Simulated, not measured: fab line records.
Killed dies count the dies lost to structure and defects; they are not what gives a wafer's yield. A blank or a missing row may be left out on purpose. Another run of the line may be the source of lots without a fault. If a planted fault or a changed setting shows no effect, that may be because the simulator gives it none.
Comparing a struck lot with a sound one / flow n5 finfet / 18 steps out of a route of 1938
Sound: these wafers, L452.1, L452.3, L452.6. Struck: wafer L468.5; the same lot's L468.4 was not struck, so it is left out; see the end for the cause.
At each step with rows: each side's tool, then ch and its chambers, then its first start. Under that, the readings that differ: sound wafers / struck wafers / difference of the means / sigmas: that difference in standard deviations of wafers without a fault.
alike: words and numbers the same on both sides, and readings whose means are apart by under 2 such deviations; not compared: readings that were withheld, readings missing a value for some wafer, numbers with overlapping values and no deviation given by the record, and bounds like >300 which may hide the same value.
A row with sigmas, a row that says differs or no value, or rows on one side alone: a step with any of these is where the two part. Non-overlapping numbers with no deviation appear without sigmas and do not part them. A reading that every wafer of one side lacks parts them only if that side has two wafers or more.

first, 2 steps without rows for these wafers: N5_BEOL_M1_ANNEAL_82 (time 240 s); N5_BEOL_M1_SPUTTER_86 (material Cu, target thk 4.5 nm, time 8.29 s).
N5_BEOL_M1_ANNEAL_87: time 240 s.
  sound: pvd sputter-01 at day 8 05:40; struck: pvd sputter-01 at day 12 03:31
  alike: heater power w, susceptor temp C
N5_BEOL_M1_SPUTTER_88: material Cu, target thk 4.5 nm, time 8.29 s.
  sound: pvd sputter-01 at day 8 05:48; struck: pvd sputter-01 at day 12 03:40
  alike: susceptor temp C, throttle valve pct
then, 2 steps without rows for these wafers: N5_BEOL_M1_ANNEAL_89 (time 240 s); N5_BEOL_M1_SPUTTER_90 (material Cu, target thk 4.5 nm, time 8.29 s).
N5_BEOL_M1_ANNEAL_91: time 240 s.
  sound: pvd sputter-01 at day 8 06:06; struck: pvd sputter-01 at day 12 03:58
  alike: heater power w, susceptor temp C
then, 1 step without rows for these wafers: N5_BEOL_M1_SPUTTER_92 (material Cu, target thk 4.5 nm, time 8.29 s).
N5_BEOL_M1_ANNEAL_93: time 240 s.
  sound: pvd sputter-01 at day 8 06:19; struck: pvd sputter-01 at day 12 04:11
  alike: heater power w, susceptor temp C
then, 1 step without rows for these wafers: N5_BEOL_M1_SPUTTER_94 (material Cu, target thk 4.5 nm, time 8.29 s).
N5_BEOL_M1_ANNEAL_95: time 240 s.
  sound: pvd sputter-01 at day 8 06:32; struck: pvd sputter-01 at day 12 04:24
  alike: heater power w, susceptor temp C
then, 1 step without rows for these wafers: N5_BEOL_M1_SPUTTER_96 (material Cu, target thk 4.5 nm, time 8.29 s).
N5_BEOL_M1_ECD_50: material Cu, target thk 300 nm.
  sound on ecd cu-02 ch 0,1, day 8 06:48; struck on ecd cu-02 ch 0, day 12 04:41
reading=model.Cu_of_BEOL_M1_ECD_50.thk nm (nm); sound=298.8 297.4 296.8; struck=174.8; difference=-122.9; sigmas=
then, 1 step without rows for these wafers: N5_BEOL_M1_ANNEAL_51 (time 90 s).
N5_BEOL_M1_CMP_52: polishes, stops on SiOC, t overpolish 6.8 s, target thk 40 nm.
  sound on cmp-02 ch 0,2, day 8 07:11; struck on cmp-01 ch 3, day 12 06:30
reading=motor current A (A); sound=5.8 5.6 5.5; struck=7.0; difference=+1.4; sigmas=+2
reading=time to endpoint s (s); sound=58 61 61; struck=44; difference=-16; sigmas=-5
  alike: clearing platen down force psi, retaining ring pressure frac, slurry flow ml min
N5_BEOL_M1_THK_MEAS_53: measures by xrf.
  sound: film metro-02 at day 8 07:28; struck: film metro-01 at day 12 06:41
reading=M1_THK (nm); sound=36.2 36.7 39.1; struck=41.2; difference=+3.9; sigmas=+2
-- a jump in the record: the struck wafers' starts before and after are 2 days apart (it breaks off in module BEOL_M1 and resumes in module BEOL_M4, where the first step shown is number 1111 of the route) --
N5_BEOL_M4_RC_MEAS_101:
  sound on prober-01 ch 0, day 9 15:13; struck on prober-01 ch 0, day 14 10:07
  alike: DIBL_N, DIBL_P, IOFF_N, IOFF_P, ION_N, ION_P, SS_N, SS_P, VT_N, VT_P
-- a jump in the record: the struck wafers' starts before and after are 5 days apart (it breaks off in module BEOL_M4 and resumes in module PASSIVATION, where the first step shown is number 1936 of the route) --
N5_PASSIVATION_PROBE_49:
  sound: prober-01 at day 14 04:49; struck: prober-01 at day 19 11:22
reading=sort_bin_6_memory (%); sound=4.1 4.1 3.3; struck=2.6; difference=-1.2; sigmas=-2
  alike: defect limited yield, killed_at_M0_to_M3, killed_at_M4_up, killed at contacts, killed at front end, killed at other, killed dies, killed open, killed short, sort_bin_5_function, sort n pass, sort yield pct

## WHERE THEY PART
First at N5_BEOL_M1_CMP_52; last, within this record, at N5_PASSIVATION_PROBE_49.

WHY: the cause the simulator had injected
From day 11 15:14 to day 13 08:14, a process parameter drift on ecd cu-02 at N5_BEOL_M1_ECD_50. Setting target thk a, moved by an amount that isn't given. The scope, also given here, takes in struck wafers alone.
